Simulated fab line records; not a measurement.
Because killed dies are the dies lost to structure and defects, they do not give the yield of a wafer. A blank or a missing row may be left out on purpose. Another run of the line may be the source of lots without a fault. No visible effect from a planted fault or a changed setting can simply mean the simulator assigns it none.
What tool caused it? :: flow nandHarc :: 14 lots, 42 wafers sampled, at 2 steps of a route of 1159

## WHAT THE GAUGES SHOWED, per wafer
NHARC_P_CONTACT_OVL_MEAS_13. Usual: overlayXNm -0.1 nm, standard deviation 0.88; overlayYNm 0.1 nm, standard deviation 0.76.
lot: L964
measured: day 5 13:59
on: overlay-02
overlayXNm (nm): -0.2 -0.1 -0.2
overlayYNm (nm): -0.5 -0.7 -0.9
flag: 

lot: L965
measured: day 5 21:43
on: overlay-02
overlayXNm (nm): -1.3 -0.6 -0.9
overlayYNm (nm): 0.2 0.1 -0.2
flag: 

lot: L966
measured: day 6 04:28
on: overlay-02
overlayXNm (nm): -1.6 -1.3 -1.9
overlayYNm (nm): -0.2 -0.9 -0.7
flag: 

lot: L968
measured: day 6 09:48
on: overlay-01
overlayXNm (nm): 0.8 0.1 0.4
overlayYNm (nm): 0.3 1.1 0.8
flag: 

lot: L967
measured: day 6 10:21
on: overlay-02
overlayXNm (nm): -0.6 0.1 0.0
overlayYNm (nm): 0.2 -0.5 -0.4
flag: 

lot: L969
measured: day 7 02:18
on: overlay-02
overlayXNm (nm): 0.5 0.4 0.3
overlayYNm (nm): -0.4 -0.4 -0.2
flag: 

lot: L970
measured: day 7 03:08
on: overlay-01
overlayXNm (nm): -1.4 -1.1 -1.7
overlayYNm (nm): 0.1 0.8 0.4
flag: 

lot: L971
measured: day 7 10:40
on: overlay-01
overlayXNm (nm): 1.3 0.9 0.6
overlayYNm (nm): 1.7 1.3 1.6
flag: 

lot: L973
measured: day 8 02:45
on: overlay-02
overlayXNm (nm): 1.7 1.4 1.2
overlayYNm (nm): -1.2 -1.0 -1.2
flag: 

lot: L978
measured: day 9 03:10
on: overlay-02
overlayXNm (nm): 0.1 0.0 -0.5
overlayYNm (nm): -0.4 -0.8 -0.4
flag: 

lot: L982
measured: day 10 00:49
on: overlay-01
overlayXNm (nm): 0.5 -0.1 0.3
overlayYNm (nm): -0.1 0.2 0.2
flag: 

lot: L981
measured: day 10 02:44
on: overlay-01
overlayXNm (nm): 0.1 0.7 0.4
overlayYNm (nm): -0.7 -1.1 -0.4
flag: 

lot: L985
measured: day 10 20:50
on: overlay-02
overlayXNm (nm): -1.8 -0.8 -1.6
overlayYNm (nm): 0.3 0.8 0.3
flag: 

lot: L987
measured: day 11 02:31
on: overlay-01
overlayXNm (nm): 0.6 0.4 0.4
overlayYNm (nm): 1.2 1.0 0.7
flag: 

NHARC_P_CONTACT_INSPECT_14. Usual: 3.8 for rawDefectCount, sd 2.1.
lot: L964
measured: day 5 14:01
on: defectInspect-01
rawDefectCount: 1 1 4
flag: 

lot: L965
measured: day 5 21:45
on: defectInspect-01
rawDefectCount: 3 6 4
flag: 

lot: L966
measured: day 6 04:29
on: defectInspect-01
rawDefectCount: 2 5 3
flag: 

lot: L968
measured: day 6 09:50
on: defectInspect-02
rawDefectCount: 8 7 8
flag: 

lot: L967
measured: day 6 10:23
on: defectInspect-02
rawDefectCount: 6 2 4
flag: 

lot: L969
measured: day 7 02:20
on: defectInspect-02
rawDefectCount: 2 6 5
flag: 

lot: L970
measured: day 7 03:11
on: defectInspect-02
rawDefectCount: 4 4 2
flag: 

lot: L971
measured: day 7 10:43
on: defectInspect-02
rawDefectCount: 4 1 2
flag: 

lot: L973
measured: day 8 02:47
on: defectInspect-02
rawDefectCount: 4 1 1
flag: 

lot: L978
measured: day 9 03:14
on: defectInspect-01
rawDefectCount: 1 3 2
flag: 

lot: L982
measured: day 10 00:50
on: defectInspect-02
rawDefectCount: 6 7 9
flag: 

lot: L981
measured: day 10 02:47
on: defectInspect-02
rawDefectCount: 6 2 1
flag: 

lot: L985
measured: day 10 20:52
on: defectInspect-02
rawDefectCount: 4 4 2
flag: 

lot: L987
measured: day 11 02:32
on: defectInspect-02
rawDefectCount: 5 2 1
flag: 

## WHICH TOOL RAN EACH LOT (tool, then ch and the chambers of the sampled wafers, then the start)
The record shows no process step preceding these readings.

## WHAT THE TOOLS THEMSELVES READ (means of the sampled wafers that have a number; where no wafer has one, the mark that the record gives instead)
The record holds no such reading with a usual standard deviation.

## THE ANSWER, worked out from the rows above alone
Rule: a lot is off if the mean of its wafers that have a number lies more than 3 standard deviations from the usual mean. A lot without any number at a reading at which 4 lots or more have one is off too. The other lots that the step has rows for count as sound. The gauges are gone through in route order, then the tools' own readings, and for those a lot's mean is taken as printed above. At the first step where some lot is off, the reading lying furthest off is the one used; lots without a number count as furthest.
None of the lots is off at any reading shown; this tells nothing.

## WHAT HAD BEEN PUT IN BY THE SIMULATOR
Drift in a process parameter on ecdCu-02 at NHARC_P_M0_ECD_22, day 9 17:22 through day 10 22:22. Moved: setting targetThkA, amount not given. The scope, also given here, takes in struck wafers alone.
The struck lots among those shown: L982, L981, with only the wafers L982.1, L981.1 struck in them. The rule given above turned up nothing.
